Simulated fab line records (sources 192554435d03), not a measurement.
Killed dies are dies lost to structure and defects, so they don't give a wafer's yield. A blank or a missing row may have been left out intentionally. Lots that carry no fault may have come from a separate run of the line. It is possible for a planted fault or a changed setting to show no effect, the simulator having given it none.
A single fault, viewed from 2 desks	flow n5-finfet	every desk sees just its own numbers, and what lay behind them comes last

== THE TOOL OWNER'S DESK: ald-sin-02 ==
The tool's own readings at N5_MOL_CONTACT_COAG_ALD_27 (deposits SiOC, target thk 17 nm, pulse time 1.5 s, time 2720 s): means of the sampled wafers that have a number, for each lot that ran on this tool. Marked OUT: a lot whose mean sits more than 4 standard deviations from the usual mean, which makes it out of limits; the brackets give that distance.
Columns: A = heater-power-w at N5_MOL_CONTACT_COAG_ALD_27, usual 863 W; B = precursor-pulse-height-rel at N5_MOL_CONTACT_COAG_ALD_27, usual 0.997; C = run-length-s at N5_MOL_CONTACT_COAG_ALD_27, usual 2769.8 s
lot	first seen here	A	B	C
L497	day 7 20:29	848	1.023	2014.2 (-99 or more) OUT
L499	day 8 10:50	875	1.007	2265.7 (-99 or more) OUT
L500	day 8 16:00	864	0.995	2014.4 (-99 or more) OUT
Finding of this desk: L497, L499, L500 out of limits; the first was L497 at day 7 20:29, on run-length-s at N5_MOL_CONTACT_COAG_ALD_27. In limits: none.

== AT THE METROLOGY DESK ==
Lot by lot, what the gauges showed, no matter which tool ran the lot: averages of those sampled wafers that carry a number. Marked OUT: a lot whose mean sits more than 4 standard deviations from the usual mean, which makes it out of limits; the brackets give that distance. Only the readings that lie furthest out on some lot appear, 7 of the 10 it has.
Columns: A = DIBL_N at N5_BEOL_M4_RC_MEAS_101, usual 36.3 mV/V; B = IOFF_N at N5_BEOL_M4_RC_MEAS_101, usual 0.156 nA/um; C = IOFF_P at N5_BEOL_M4_RC_MEAS_101, usual 0.21 nA/um; D = ION_N at N5_BEOL_M4_RC_MEAS_101, usual 675 uA/um; E = ION_P at N5_BEOL_M4_RC_MEAS_101, usual 463 uA/um; F = SS_N at N5_BEOL_M4_RC_MEAS_101, usual 71.6 mV/dec; G = VT_P at N5_BEOL_M4_RC_MEAS_101, usual -251 mV
lot	first seen here	A	B	C	D	E	F	G
L486	day 7 17:58	34.1	0.129	0.17	668	457	71.6	-253
L487	day 8 00:58	37.1	0.168	0.19	678	458	71.4	-253
L493	day 9 18:32	37.1	0.166	0.23	676	465	71.6	-247
L497	day 10 14:10	36.0	0.134	0.18	664	454	71.4	-255
L500	day 11 08:19	36.6	0.159	0.19	673	456	72.2	-252
L499	day 11 10:50	37.8	0.193	0.28	694	481	72.6	-245
L504	day 12 08:28	37.3	0.177	0.21	686	465	71.8	-250
L507	day 13 10:44	35.8	0.133	0.19	677	468	71.2	-249
L506	day 13 11:00	37.1	0.168	0.23	681	471	71.7	-248
L509	day 14 08:32	38.8	0.196	0.27	678	472	71.9	-246
Result from this desk: across the 10 lots, nothing is out of limits.

== ALL TOGETHER ==
The tool owner's desk could have raised an alarm at day 7 20:29, on L497, L499, L500.
The metrology desk saw nothing out of limits.
The metrology desk holds a record of L497, L499, L500, inside its limits.
Every lot named ran N5_MOL_CONTACT_COAG_ALD_27 on ald-sin-02.

== WHAT THE SIMULATOR PUT IN ==
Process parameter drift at N5_MOL_CONTACT_COAG_ALD_27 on ald-sin-02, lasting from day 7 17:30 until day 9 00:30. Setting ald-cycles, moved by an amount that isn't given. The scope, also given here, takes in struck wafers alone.
Struck lots among those shown: L497, L499, L500.
Delay in hours, fault start to first out-of-limits reading, by desk: the tool owner's desk at 3.
